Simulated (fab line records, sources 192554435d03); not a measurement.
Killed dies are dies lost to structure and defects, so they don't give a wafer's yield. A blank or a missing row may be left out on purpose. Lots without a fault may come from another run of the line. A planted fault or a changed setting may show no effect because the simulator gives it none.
Problem report in the 8D (eight disciplines) form, filled by code | flow n5_finfet | the parts of the form that need people (team, actions taken, sign-off) are left out

1. THE PROBLEM
susceptor_temp_C at N5_BEOL_M3_PECVD_72 reads a mean of 413.06 C on 1 wafer of 1 lot; wafers without a fault read 400.03 C with a standard deviation of 0.25. That is +52 standard deviations from the usual mean.
The step: deposits SiO2 from TEOS/O2, target thk 16 nm, time 18 s.
First seen on wafer L261.3, day 9 12:33, on pecvd-04. The record holds 30 wafers of 10 lots with a number at this step. Rule for "out", or "out of limits": more than 4 standard deviations from the usual mean. The other wafers with a number count as sound.

2. WHAT IT IS AND WHAT IT IS NOT
question                    | is               | is not
which readings at this step | susceptor_temp_C | heater_power_w, showerhead_plenum_p_Torr, throttle_valve_pct
which lots                  | L261             | L252, L255, L256, L257, L267, L268, L272, L273, L274
which wafers of those lots  | L261.3           | L261.2, L261.6
read on which tools         | pecvd-04         | pecvd-01, pecvd-03
when                        | from day 9 12:33 | up to then (14 sound wafers); but 15 sound wafers of L267, L268, L272, L273, L274 came after

3. SUSPECTS, AND WHAT RULES EACH OUT
Counting: a tool at a process step up to the reading stays a suspect if it ran every lot that is out. Sound lots after the first of them don't rule it out here, since some wafers of a struck lot are sound.
- pvd_sputter-03 at N5_BEOL_M2_ANNEAL_87 (time 240 s): kept. It ran the lot that is out, L261 (day 9 10:16); its last sound lot up to then is L257 (day 8 12:13).
- pvd_sputter-03 at N5_BEOL_M2_ANNEAL_91 (time 240 s): kept. It ran the lot that is out, L261 (day 9 10:42); its last sound lot up to then is L257 (day 8 12:39).
- pvd_sputter-03 at N5_BEOL_M2_SPUTTER_94 (material Cu, target thk 4.5 nm, time 8.29 s): kept. It ran the lot that is out, L261 (day 9 11:04); its last sound lot up to then is L257 (day 8 13:01).
- pecvd-04 at N5_BEOL_M3_PECVD_72 (deposits SiO2 from TEOS/O2, target thk 16 nm, time 18 s): kept. It ran the lot that is out, L261 (day 9 12:33); its last sound lot up to then is L252 (day 7 11:23). Its own readings are out on those wafers: susceptor_temp_C.
- Within pecvd-04 at N5_BEOL_M3_PECVD_72: the wafers that are out ran in chamber 0; their sound lot-mates ran in chamber 1.
Left after counting: pvd_sputter-03 at N5_BEOL_M2_ANNEAL_87, pvd_sputter-03 at N5_BEOL_M2_ANNEAL_91, pvd_sputter-03 at N5_BEOL_M2_SPUTTER_94, pecvd-04 at N5_BEOL_M3_PECVD_72.

4. THE CAUSE (what the simulator had put in)
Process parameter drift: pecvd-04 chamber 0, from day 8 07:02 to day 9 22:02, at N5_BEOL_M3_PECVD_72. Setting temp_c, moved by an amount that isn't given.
Counting left 4 suspects, and this tool is among them.

5. THE CHAIN OF EFFECTS, in route order
Each row: a reading whose mean over the struck wafers that have a number lies more than 3 standard deviations from the usual. Only readings for which the record gives a usual standard deviation are gone through. hours: the time from each lot's start at the first step in this table that gives one to its start at this step, as a median over the lots. sigmas: the change in usual standard deviations.
hours | step                | reading          | usual    | on struck wafers | change | sigmas
0     | N5_BEOL_M3_PECVD_72 | susceptor_temp_C | 400.03 C | 413.06           | +13.03 | +52
The process steps in it:
- N5_BEOL_M3_PECVD_72: deposits SiO2 from TEOS/O2, target thk 16 nm, time 18 s.
Later measuring or inspecting steps at which every struck wafer that the step has a row for has a number for every such reading, and none has moved that far: N5_BEOL_M4_RC_MEAS_101.

6. WHAT WOULD HAVE CAUGHT IT SOONER
In this record the first reading out of limits was taken at day 9 12:33, 30 hours after the fault began at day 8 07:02.
